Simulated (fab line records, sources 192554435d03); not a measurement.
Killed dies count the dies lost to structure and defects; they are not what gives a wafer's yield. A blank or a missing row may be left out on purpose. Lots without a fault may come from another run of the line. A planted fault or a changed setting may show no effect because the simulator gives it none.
fab line records	flow n5_finfet
[record] lots = 24	wafers = 72	last_day = 18
route steps=1938 shown BEOL_M2@918 BEOL_M3@966
lots untouched by any fault: they come from a run of this same line in which no faults occurred
start_h: hours from the record's opening day to when the first of the lot's shown wafers began	wait_h: hours elapsed since this lot's preceding step	" identical to the entry in the row above	L1.1+2: one row covering several wafers at once	- no value, or no start given	* or withheld: withheld	< > ~ a bound
route shown NAME@n: NAME is a module with steps in the file, n the number in the route of the first one	usual: mean and standard deviation over wafers with no fault	same: alike in all rows	chamber/n: place in a boat	sites: the reading at each site	_std_site: how widely they spread, as a standard deviation	_edge_site: outer sites' mean less inner sites'	radius_mm: how far each site lies from the wafer's centre	mask NAME#n: copy n	behind: tool/chamber where the wafer was last shaped	hold: what put the lot on hold/how long, in hours/how the hold closed	device: transistor that didn't switch, given as n, p or np	end of line: tests of these same wafers at the route's end	for a step that has no rows: nothing shown but its recipe	killed: dies that structure and defects cost at the first sort, which is not the same as the wafer's yield	map: a wafer's dies, x killed, . not, _ none there
set.NAME: the setting as run; set.NAME@STEP: as run at that earlier step	model.NAME: the simulator's own value behind a step, which no gauge read
one table for each step of the route and one row for each wafer, over a sample of lots
services: a tool's chamber out of use, with start hour (start_h, from the record's first day; less than 0 if before it), hours out, and reason
[[steps]]
[step N5_BEOL_M2_SPUTTER_94]
[recipe] material = Cu	target_thk_a = 45	temp_c = -20	chamber_pressure_pa = 0.07	power_w = withheld	time_s = 8.29
[usual] throttle_valve_pct = 29.8/0.94
lot.wafer	tool	chamber	start_h	wait_h	throttle_valve_pct
L075.2	pvd_sputter-02	-	140.18	0.1	30.1
L075.4	"	-	"	"	28.5
L075.6	"	-	"	"	28.0
L074.3	pvd_sputter-01	-	140.50	0.1	29.3
L074.5	"	-	"	"	29.2
L074.6	"	-	"	"	29.6
L076.1	pvd_sputter-02	-	147.84	0.1	29.9
L076.4	"	-	"	"	28.4
L076.5	"	-	"	"	31.4
L077.1	pvd_sputter-01	-	156.48	0.1	30.3
L077.4	"	-	"	"	29.2
L077.6	"	-	"	"	29.3
L078.1	pvd_sputter-02	-	161.45	0.1	28.7
L078.5	"	-	"	"	28.3
L078.6	"	-	"	"	29.8
L079.1	pvd_sputter-03	-	173.37	0.1	30.6
L079.2	"	-	"	"	31.1
L079.3	"	-	"	"	30.2
L080.1	pvd_sputter-03	-	180.17	0.1	30.1
L080.3	"	-	"	"	30.6
L080.6	"	-	"	"	30.1
L081.1	pvd_sputter-01	-	185.10	0.1	30.4
L081.2	"	-	"	"	30.6
L081.5	"	-	"	"	29.6
L082.3	pvd_sputter-02	-	186.26	0.1	28.4
L082.4	"	-	"	"	29.9
L082.6	"	-	"	"	28.6
L083.2	pvd_sputter-01	-	189.83	0.1	30.4
L083.4	"	-	"	"	29.3
L083.6	"	-	"	"	29.4
L084.2	pvd_sputter-01	-	193.57	0.1	30.1
L084.3	"	-	"	"	30.1
L084.4	"	-	"	"	28.9
L086.2	pvd_sputter-02	-	211.29	0.1	29.8
L086.3	"	-	"	"	28.1
L086.5	"	-	"	"	31.2
L085.1	pvd_sputter-03	-	216.22	0.1	30.6
L085.2	"	-	"	"	31.2
L085.5	"	-	"	"	30.1
L087.1	pvd_sputter-01	-	218.11	0.1	30.3
L087.4	"	-	"	"	30.2
L087.5	"	-	"	"	29.2
L088.2	pvd_sputter-01	-	223.71	0.1	30.4
L088.4	"	-	"	"	30.3
L088.5	"	-	"	"	30.6
L089.1	pvd_sputter-02	-	234.67	0.1	28.6
L089.5	"	-	"	"	29.7
L089.6	"	-	"	"	28.5
L090.3	pvd_sputter-03	-	237.81	0.1	30.5
L090.4	"	-	"	"	28.7
L090.6	"	-	"	"	30.0
L091.1	pvd_sputter-01	-	243.17	0.1	29.2
L091.5	"	-	"	"	29.1
L091.6	"	-	"	"	29.6
L093.1	pvd_sputter-03	-	258.68	0.1	31.2
L093.4	"	-	"	"	29.2
L093.6	"	-	"	"	31.4
L092.1	pvd_sputter-03	-	260.98	0.1	30.1
L092.3	"	-	"	"	28.9
L092.4	"	-	"	"	30.6
L094.2	pvd_sputter-01	-	270.40	0.1	29.5
L094.4	"	-	"	"	30.2
L094.5	"	-	"	"	30.3
L095.3	pvd_sputter-03	-	277.46	0.1	30.6
L095.5	"	-	"	"	31.2
L095.6	"	-	"	"	28.7
L096.1	pvd_sputter-01	-	292.17	0.1	29.3
L096.4	"	-	"	"	29.3
L096.5	"	-	"	"	29.3
L097.1	pvd_sputter-02	-	294.39	0.1	31.3
L097.5	"	-	"	"	29.8
L097.6	"	-	"	"	28.4
[step N5_BEOL_M2_SPUTTER_96]
[recipe] material = Cu	target_thk_a = 45	temp_c = -20	chamber_pressure_pa = 0.07	power_w = withheld	time_s = 8.29
[usual] throttle_valve_pct = 29.8/0.95
lot.wafer	tool	chamber	start_h	wait_h	throttle_valve_pct
L075.2	pvd_sputter-02	-	140.40	0.1	29.9
L075.4	"	-	"	"	28.3
L075.6	"	-	"	"	27.9
L074.3	pvd_sputter-01	-	140.72	0.1	29.3
L074.5	"	-	"	"	29.3
L074.6	"	-	"	"	29.0
L076.1	pvd_sputter-02	-	148.06	0.1	29.7
L076.4	"	-	"	"	28.4
L076.5	"	-	"	"	31.5
L077.1	pvd_sputter-01	-	156.70	0.1	30.3
L077.4	"	-	"	"	29.4
L077.6	"	-	"	"	29.2
L078.1	pvd_sputter-02	-	161.67	0.1	28.3
L078.5	"	-	"	"	28.3
L078.6	"	-	"	"	29.8
L079.1	pvd_sputter-03	-	173.59	0.1	30.4
L079.2	"	-	"	"	31.1
L079.3	"	-	"	"	29.9
L080.1	pvd_sputter-03	-	180.39	0.1	29.8
L080.3	"	-	"	"	30.8
L080.6	"	-	"	"	30.1
L081.1	pvd_sputter-01	-	185.32	0.1	30.6
L081.2	"	-	"	"	30.3
L081.5	"	-	"	"	29.2
L082.3	pvd_sputter-02	-	186.48	0.1	28.2
L082.4	"	-	"	"	30.1
L082.6	"	-	"	"	28.5
L083.2	pvd_sputter-01	-	190.05	0.1	30.7
L083.4	"	-	"	"	29.4
L083.6	"	-	"	"	29.4
L084.2	pvd_sputter-01	-	193.79	0.1	30.2
L084.3	"	-	"	"	30.3
L084.4	"	-	"	"	29.1
L086.2	pvd_sputter-02	-	211.51	0.1	29.6
L086.3	"	-	"	"	28.0
L086.5	"	-	"	"	31.1
L085.1	pvd_sputter-03	-	216.44	0.1	30.7
L085.2	"	-	"	"	31.3
L085.5	"	-	"	"	29.9
L087.1	pvd_sputter-01	-	218.33	0.1	30.4
L087.4	"	-	"	"	30.2
L087.5	"	-	"	"	29.2
L088.2	pvd_sputter-01	-	223.93	0.1	30.2
L088.4	"	-	"	"	30.1
L088.5	"	-	"	"	30.6
L089.1	pvd_sputter-02	-	234.89	0.1	28.5
L089.5	"	-	"	"	29.9
L089.6	"	-	"	"	28.6
L090.3	pvd_sputter-03	-	238.03	0.1	30.5
L090.4	"	-	"	"	28.9
L090.6	"	-	"	"	29.9
L091.1	pvd_sputter-01	-	243.39	0.1	29.4
L091.5	"	-	"	"	29.3
L091.6	"	-	"	"	29.4
L093.1	pvd_sputter-03	-	258.90	0.1	31.3
L093.4	"	-	"	"	28.7
L093.6	"	-	"	"	31.1
L092.1	pvd_sputter-03	-	261.20	0.1	30.1
L092.3	"	-	"	"	28.8
L092.4	"	-	"	"	30.3
L094.2	pvd_sputter-01	-	270.62	0.1	29.0
L094.4	"	-	"	"	30.2
L094.5	"	-	"	"	30.2
L095.3	pvd_sputter-03	-	277.68	0.1	30.8
L095.5	"	-	"	"	31.3
L095.6	"	-	"	"	28.8
L096.1	pvd_sputter-01	-	292.39	0.1	29.2
L096.4	"	-	"	"	29.3
L096.5	"	-	"	"	29.1
L097.1	pvd_sputter-02	-	294.61	0.1	31.3
L097.5	"	-	"	"	29.9
L097.6	"	-	"	"	28.5
[step N5_BEOL_M3_CD_MEAS_28]
[recipe] target_cd_nm = 25.7	landing_energy_ev = 500	detector = se_inlens	target_cd_y_nm = 23.3	polarity = opening
[usual] cd_nm = 25.7/0.31
lot.wafer	tool	chamber	start_h	wait_h	cd_nm
L075.2	cd_sem-03	0	145.08	-	25.5
L075.4	"	0	"	"	25.2
L075.6	"	0	"	"	24.9
L074.3	cd_sem-01	0	145.16	-	25.4
L074.5	"	0	"	"	25.6
L074.6	"	0	"	"	26.0
L076.1	cd_sem-03	0	152.33	-	26.1
L076.4	"	0	"	"	25.7
L076.5	"	0	"	"	26.1
L077.1	cd_sem-01	0	163.28	-	25.5
L077.4	"	0	"	"	25.6
L077.6	"	0	"	"	25.5
L078.1	cd_sem-01	0	166.10	-	25.6
L078.5	"	0	"	"	25.5
L078.6	"	0	"	"	25.7
L079.1	cd_sem-03	0	178.27	-	25.5
L079.2	"	0	"	"	25.7
L079.3	"	0	"	"	26.1
L080.1	cd_sem-03	0	184.66	-	25.5
L080.3	"	0	"	"	25.5
L080.6	"	0	"	"	25.6
L081.1	cd_sem-03	0	188.18	-	26.1
L081.2	"	0	"	"	26.0
L081.5	"	0	"	"	25.8
L082.3	cd_sem-02	0	189.42	-	25.6
L082.4	"	0	"	"	26.1
L082.6	"	0	"	"	26.0
L083.2	cd_sem-01	0	194.63	-	25.5
L083.4	"	0	"	"	25.9
L083.6	"	0	"	"	25.8
L084.2	cd_sem-02	0	197.19	-	25.8
L084.3	"	0	"	"	25.6
L084.4	"	0	"	"	25.6
L086.2	cd_sem-03	0	215.63	-	26.0
L086.3	"	0	"	"	26.2
L086.5	"	0	"	"	25.8
L085.1	cd_sem-02	0	221.58	-	25.9
L085.2	"	0	"	"	25.7
L085.5	"	0	"	"	25.4
L087.1	cd_sem-03	0	221.97	-	25.3
L087.4	"	0	"	"	25.5
L087.5	"	0	"	"	25.6
L088.2	cd_sem-01	0	227.23	-	25.3
L088.4	"	0	"	"	25.4
L088.5	"	0	"	"	25.3
L089.1	cd_sem-01	0	238.23	-	25.9
L089.5	"	0	"	"	25.6
L089.6	"	0	"	"	25.9
L090.3	cd_sem-02	0	242.12	-	25.8
L090.4	"	0	"	"	24.9
L090.6	"	0	"	"	25.2
L091.1	cd_sem-03	0	246.44	-	25.5
L091.5	"	0	"	"	26.1
L091.6	"	0	"	"	25.4
L093.1	cd_sem-02	0	262.86	-	25.8
L093.4	"	0	"	"	26.0
L093.6	"	0	"	"	25.6
L092.1	cd_sem-01	0	267.07	-	25.1
L092.3	"	0	"	"	25.8
L092.4	"	0	"	"	25.9
L094.2	cd_sem-01	0	274.12	-	26.1
L094.4	"	0	"	"	25.9
L094.5	"	0	"	"	26.0
L095.3	cd_sem-03	0	283.27	-	26.1
L095.5	"	0	"	"	26.1
L095.6	"	0	"	"	26.1
L096.1	cd_sem-03	0	296.53	-	25.3
L096.4	"	0	"	"	25.6
L096.5	"	0	"	"	25.0
L097.1	cd_sem-02	0	299.66	-	25.3
L097.5	"	0	"	"	25.1
L097.6	"	0	"	"	25.6
[step N5_BEOL_M3_INSPECT_30]
[recipe] mode = adi	inspect_instrument = brightfield
[usual] raw_defect_count = 394/79
lot.wafer	tool	chamber	start_h	wait_h	raw_defect_count
L075.2	defect_inspect-02	-	145.20	0.0	528
L075.4	"	-	"	"	486
L075.6	"	-	"	"	486
L074.3	defect_inspect-02	-	145.24	0.0	460
L074.5	"	-	"	"	328
L074.6	"	-	"	"	310
L076.1	defect_inspect-02	-	152.42	0.1	380
L076.4	"	-	"	"	378
L076.5	"	-	"	"	345
L077.1	defect_inspect-02	-	163.37	0.1	484
L077.4	"	-	"	"	426
L077.6	"	-	"	"	341
L078.1	defect_inspect-02	-	166.19	0.1	550
L078.5	"	-	"	"	377
L078.6	"	-	"	"	370
L079.1	defect_inspect-01	-	178.36	0.1	316
L079.2	"	-	"	"	344
L079.3	"	-	"	"	345
L080.1	defect_inspect-01	-	184.75	0.1	317
L080.3	"	-	"	"	309
L080.6	"	-	"	"	290
L081.1	defect_inspect-02	-	188.27	0.1	529
L081.2	"	-	"	"	477
L081.5	"	-	"	"	351
L082.3	defect_inspect-02	-	189.51	0.0	173
L082.4	"	-	"	"	497
L082.6	"	-	"	"	287
L083.2	defect_inspect-02	-	194.71	0.0	422
L083.4	"	-	"	"	395
L083.6	"	-	"	"	432
L084.2	defect_inspect-02	-	197.28	0.0	412
L084.3	"	-	"	"	499
L084.4	"	-	"	"	406
L086.2	defect_inspect-02	-	215.72	0.0	556
L086.3	"	-	"	"	509
L086.5	"	-	"	"	389
L085.1	defect_inspect-01	-	221.67	0.1	416
L085.2	"	-	"	"	433
L085.5	"	-	"	"	408
L087.1	defect_inspect-02	-	222.06	0.1	474
L087.4	"	-	"	"	435
L087.5	"	-	"	"	422
L088.2	defect_inspect-01	-	227.31	0.0	400
L088.4	"	-	"	"	385
L088.5	"	-	"	"	308
L089.1	defect_inspect-01	-	238.32	0.1	415
L089.5	"	-	"	"	256
L089.6	"	-	"	"	266
L090.3	defect_inspect-02	-	242.21	0.0	372
L090.4	"	-	"	"	424
L090.6	"	-	"	"	341
L091.1	defect_inspect-02	-	246.52	0.1	361
L091.5	"	-	"	"	403
L091.6	"	-	"	"	370
L093.1	defect_inspect-02	-	262.94	0.1	411
L093.4	"	-	"	"	452
L093.6	"	-	"	"	442
L092.1	defect_inspect-01	-	267.16	0.1	294
L092.3	"	-	"	"	335
L092.4	"	-	"	"	201
L094.2	defect_inspect-01	-	274.21	0.0	393
L094.4	"	-	"	"	451
L094.5	"	-	"	"	477
L095.3	defect_inspect-02	-	283.36	0.0	304
L095.5	"	-	"	"	463
L095.6	"	-	"	"	422
L096.1	defect_inspect-02	-	296.61	0.1	672
L096.4	"	-	"	"	309
L096.5	"	-	"	"	414
L097.1	defect_inspect-01	-	299.76	0.1	359
L097.5	"	-	"	"	392
L097.6	"	-	"	"	352
[step N5_BEOL_M3_ETCH_77]
[recipe] chemistry = N2/H2	target = underlayer	target_depth_a = 65	mask_material = CAR-EUV	time_s = 5.2	ion_energy_ev = 200	pressure_mtorr = 30	source_w = 840	bias_w = 150	n2_flow_sccm = 200	h2_flow_sccm = 200	ends = cleared
[usual] drypump_motor_current_A = 5.7/0.46	etch_rf_on_time_s = 5.19/0.13	h2_flow_sccm = 200.1/0.52	oes_product_au = 0.66/0.061	rf_vpp_V = 523.6/2.9	showerhead_plenum_p_Torr = 2.53/0.085	throttle_valve_pct = 17.88/0.27
lot.wafer	tool	chamber	start_h	wait_h	drypump_motor_current_A	etch_rf_on_time_s	h2_flow_sccm	oes_product_au	rf_hours_counter_h	rf_vpp_V	showerhead_plenum_p_Torr	throttle_valve_pct
L075.2	rie_diel-03	0	145.27	0.0	5.7	5.08	200.3	0.63	210	525.4	2.62	18.25
L075.4	"	3	"	"	5.1	5.06	200.0	0.63	188	522.8	2.54	18.09
L075.6	"	0	"	"	5.6	5.07	200.4	0.63	-	525.3	2.62	18.25
L074.3	rie_diel-03	3	145.42	0.0	5.1	5.13	199.6	0.63	188	522.8	2.54	18.11
L074.5	"	2	"	"	5.3	5.12	200.8	0.61	-	526.2	2.60	17.97
L074.6	"	3	"	"	5.1	5.21	200.2	0.63	-	524.1	2.54	18.11
L076.1	rie_diel-02	1	152.49	0.0	6.2	5.17	199.8	0.63	185	522.9	2.54	17.88
L076.4	"	0	"	"	5.3	5.38	200.0	0.74	29	520.2	2.49	17.72
L076.5	"	3	"	"	5.6	5.28	199.9	0.76	-	528.7	2.66	17.42
L077.1	rie_diel-02	2	163.44	0.0	5.6	5.20	199.7	0.62	214	519.7	2.41	17.84
L077.4	"	0	"	"	5.3	5.50	198.6	0.70	31	521.8	2.49	17.72
L077.6	"	1	"	"	6.2	5.17	200.0	0.64	-	526.1	2.53	17.87
L078.1	rie_diel-02	0	166.26	0.0	5.3	5.46	201.1	0.70	32	520.1	2.49	17.72
L078.5	"	0	"	"	5.2	5.45	199.8	0.72	-	523.1	2.49	17.75
L078.6	"	1	"	"	6.3	5.09	198.7	0.63	-	524.6	2.53	17.90
L079.1	rie_diel-02	0	178.42	0.0	5.3	5.46	199.7	0.71	35	519.6	2.48	17.73
L079.2	"	1	"	"	6.2	5.19	199.2	0.62	190	523.1	2.53	17.88
L079.3	"	2	"	"	5.6	5.17	200.1	0.62	219	520.2	2.41	17.84
L080.1	rie_diel-03	2	184.82	0.0	5.3	5.08	199.6	0.60	230	524.3	2.59	17.98
L080.3	"	1	"	"	5.7	5.08	200.5	0.63	184	521.8	2.44	18.21
L080.6	"	3	"	"	5.0	5.04	200.5	0.63	-	523.2	2.53	18.13
L081.1	rie_diel-01	0	188.33	0.0	5.6	5.18	200.4	0.76	29	524.4	2.58	17.47
L081.2	"	3	"	"	6.6	5.04	200.1	0.63	171	524.4	2.65	18.19
L081.5	"	0	"	"	5.6	5.18	200.3	0.75	-	524.5	2.58	17.47
L082.3	rie_diel-02	0	189.57	0.0	5.3	5.49	200.2	0.71	40	521.4	2.48	17.74
L082.4	"	3	"	"	5.5	5.24	200.5	0.73	50	526.9	2.66	17.45
L082.6	"	0	"	"	5.2	5.41	200.1	0.71	-	521.8	2.48	17.75
L083.2	rie_diel-02	3	194.91	0.0	5.5	5.21	200.5	0.75	52	529.2	2.66	17.45
L083.4	"	2	"	"	5.6	5.23	199.0	0.61	225	520.6	2.41	17.86
L083.6	"	1	"	"	6.3	5.12	200.8	0.62	-	524.1	2.53	17.90
L084.2	rie_diel-01	2	197.35	0.0	5.7	5.04	198.5	0.62	240	521.3	2.48	18.19
L084.3	"	0	"	"	5.5	5.12	200.6	0.76	32	522.7	2.58	17.44
L084.4	"	3	"	"	6.6	5.00	200.2	0.63	174	529.0	2.65	18.19
L086.2	rie_diel-03	0	216.11	0.0	5.7	5.11	199.5	0.62	232	522.8	2.61	18.28
L086.3	"	1	"	"	5.7	5.03	200.4	0.64	195	521.7	2.44	18.22
L086.5	"	2	"	"	5.3	5.03	199.7	0.60	-	525.0	2.59	18.00
L085.1	rie_diel-03	3	221.99	0.0	5.1	5.13	201.1	0.61	212	522.3	2.53	18.16
L085.2	"	0	"	"	5.7	5.15	200.5	0.61	234	527.2	2.61	18.29
L085.5	"	1	"	"	5.7	5.14	200.2	0.63	-	521.9	2.44	18.24
L087.1	rie_diel-03	1	222.14	0.0	5.7	5.13	199.8	0.62	197	521.0	2.44	18.24
L087.4	"	3	"	"	5.1	5.10	200.4	0.61	212	523.0	2.53	18.15
L087.5	"	2	"	"	5.3	5.12	200.5	0.59	-	525.5	2.59	17.99
L088.2	rie_diel-02	3	227.38	0.0	5.5	5.26	199.0	0.74	57	526.9	2.66	17.45
L088.4	"	2	"	"	5.6	5.18	200.5	0.60	-	519.5	2.40	17.88
L088.5	"	1	"	"	6.2	5.17	200.7	0.62	-	524.5	2.53	17.92
L089.1	rie_diel-01	1	238.39	0.0	6.6	5.21	200.0	0.58	244	520.7	2.39	17.59
L089.5	"	3	"	"	6.6	5.11	199.3	0.61	-	528.3	2.64	18.21
L089.6	"	0	"	"	5.5	5.26	200.1	0.72	-	522.3	2.57	17.51
L090.3	rie_diel-02	0	242.29	0.0	5.3	5.48	200.0	0.69	50	521.4	2.48	17.75
L090.4	"	1	"	"	6.2	5.14	200.1	0.62	208	521.4	2.52	17.91
L090.6	"	3	"	"	5.5	5.22	200.7	0.72	-	525.9	2.65	17.48
L091.1	rie_diel-02	3	246.59	0.0	5.5	5.33	200.0	0.74	63	530.6	2.65	17.49
L091.5	"	0	"	"	5.3	5.50	199.7	0.68	-	518.4	2.48	17.77
L091.6	"	3	"	"	5.5	5.34	200.0	0.73	-	528.9	2.65	17.45
L093.1	rie_diel-01	3	263.01	0.0	6.6	5.11	199.9	0.62	197	524.4	2.64	18.23
L093.4	"	0	"	"	5.5	5.19	200.8	0.72	-	525.9	2.57	17.52
L093.6	"	1	"	"	6.6	5.26	200.7	0.57	-	520.0	2.39	17.64
L092.1	rie_diel-03	0	267.66	0.0	5.6	5.13	200.8	0.61	249	523.9	2.61	18.32
L092.3	"	1	"	"	5.7	4.98	200.1	0.63	212	520.4	2.43	18.26
L092.4	"	2	"	"	5.3	5.05	200.9	0.87	2	524.4	2.58	17.52
L094.2	rie_diel-01	3	274.28	0.0	6.6	5.13	199.1	0.61	201	525.4	2.64	18.22
L094.4	"	2	"	"	5.7	5.08	199.3	0.85	-	523.2	2.47	17.75
L094.5	"	0	"	"	5.6	5.19	200.0	0.71	-	524.7	2.57	17.51
L095.3	rie_diel-02	3	283.49	0.0	5.5	5.17	200.0	0.73	73	528.8	2.65	17.47
L095.5	"	2	"	"	5.6	5.18	200.1	0.59	-	520.7	2.40	17.90
L095.6	"	1	"	"	6.2	5.13	199.9	0.60	-	523.5	2.52	17.92
L096.1	rie_diel-02	3	296.68	0.0	5.5	5.21	200.7	0.71	77	527.2	2.65	17.49
L096.4	"	1	"	"	6.3	5.15	200.1	0.61	223	522.6	2.52	17.94
L096.5	"	3	"	"	5.5	5.23	200.0	0.72	-	527.1	2.65	17.49
L097.1	rie_diel-02	2	299.83	0.0	5.6	5.18	200.1	0.60	251	519.6	2.39	17.90
L097.5	"	0	"	"	5.2	5.46	199.7	0.67	-	524.2	2.47	17.80
L097.6	"	3	"	"	5.5	5.23	199.7	0.72	-	528.8	2.65	17.49
[step N5_BEOL_M3_SURFACE_TREAT_85]
[recipe] gas = Ar	time_s = *	ion_energy_ev = *	ion_current_ma_cm2 = 0.5	pressure_mtorr = *	ar_flow_sccm = 30
[usual] throttle_valve_pct = *
lot.wafer	tool	chamber	start_h	wait_h	throttle_valve_pct
L075.2	pvd_sputter-03	-	148.67	0.3	*
L075.4	"	-	"	"	*
L075.6	"	-	"	"	*
L074.3	pvd_sputter-03	-	148.74	0.3	*
L074.5	"	-	"	"	*
L074.6	"	-	"	"	*
L076.1	pvd_sputter-01	-	154.89	0.2	*
L076.4	"	-	"	"	*
L076.5	"	-	"	"	*
L077.1	pvd_sputter-03	-	171.47	0.2	*
L077.4	"	-	"	"	*
L077.6	"	-	"	"	*
L078.1	pvd_sputter-03	-	174.89	0.2	*
L078.5	"	-	"	"	*
L078.6	"	-	"	"	*
L079.1	pvd_sputter-01	-	179.91	0.1	*
L079.2	"	-	"	"	*
L079.3	"	-	"	"	*
L080.1	pvd_sputter-01	-	187.24	0.2	*
L080.3	"	-	"	"	*
L080.6	"	-	"	"	*
L081.1	pvd_sputter-03	-	197.14	0.2	*
L081.2	"	-	"	"	*
L081.5	"	-	"	"	*
L083.2	pvd_sputter-01	-	199.72	0.3	*
L083.4	"	-	"	"	*
L083.6	"	-	"	"	*
L082.3	pvd_sputter-01	-	199.91	0.2	*
L082.4	"	-	"	"	*
L082.6	"	-	"	"	*
L084.2	pvd_sputter-01	-	206.36	0.1	*
L084.3	"	-	"	"	*
L084.4	"	-	"	"	*
L086.2	pvd_sputter-01	-	218.41	0.9	*
L086.3	"	-	"	"	*
L086.5	"	-	"	"	*
L087.1	pvd_sputter-03	-	225.85	0.2	*
L087.4	"	-	"	"	*
L087.5	"	-	"	"	*
L085.1	pvd_sputter-03	-	229.25	0.3	*
L085.2	"	-	"	"	*
L085.5	"	-	"	"	*
L088.2	pvd_sputter-03	-	231.79	0.2	*
L088.4	"	-	"	"	*
L088.5	"	-	"	"	*
L089.1	pvd_sputter-02	-	242.45	0.2	*
L089.5	"	-	"	"	*
L089.6	"	-	"	"	*
L090.3	pvd_sputter-01	-	244.19	0.2	*
L090.4	"	-	"	"	*
L090.6	"	-	"	"	*
L091.1	pvd_sputter-01	-	253.01	0.2	*
L091.5	"	-	"	"	*
L091.6	"	-	"	"	*
L093.1	pvd_sputter-01	-	266.40	0.2	*
L093.4	"	-	"	"	*
L093.6	"	-	"	"	*
L094.2	pvd_sputter-01	-	278.66	0.2	*
L094.4	"	-	"	"	*
L094.5	"	-	"	"	*
L092.1	pvd_sputter-01	-	278.70	0.2	*
L092.3	"	-	"	"	*
L092.4	"	-	"	"	*
L095.3	pvd_sputter-03	-	287.25	1.1	*
L095.5	"	-	"	"	*
L095.6	"	-	"	"	*
L096.1	pvd_sputter-01	-	299.51	0.2	*
L096.4	"	-	"	"	*
L096.5	"	-	"	"	*
L097.1	pvd_sputter-03	-	306.59	0.3	*
L097.5	"	-	"	"	*
L097.6	"	-	"	"	*
[[services]]
tool	chamber	start_h	hours	kind
rie_diel-02	-	204.96	14.6	pm
rie_diel-01	3	218.89	5.0	repair
rie_diel-02	0	225.17	5.2	repair
rie_diel-01	2	237.75	12.4	repair
rie_diel-03	2	244.14	-	clean
rie_diel-03	2	244.14	-	consumable_replace:focus_ring
rie_diel-03	2	244.14	16.8	scheduled_down
rie_diel-03	2	244.14	16.8	vent_cycle
rie_diel-01	2	250.55	-	clean
rie_diel-01	2	250.55	-	consumable_replace:focus_ring
rie_diel-01	2	250.55	18.5	scheduled_down
rie_diel-01	2	250.55	18.5	vent_cycle
rie_diel-01	1	269.04	-	clean
rie_diel-01	1	269.04	-	consumable_replace:focus_ring
rie_diel-01	1	269.04	-	consumable_replace:showerhead
rie_diel-01	1	269.04	21.5	scheduled_down
rie_diel-01	1	269.04	21.5	vent_cycle
rie_diel-03	0	270.19	-	clean
rie_diel-03	0	270.19	-	consumable_replace:focus_ring
rie_diel-02	2	301.04	12.7	repair
[[key]]
fault none
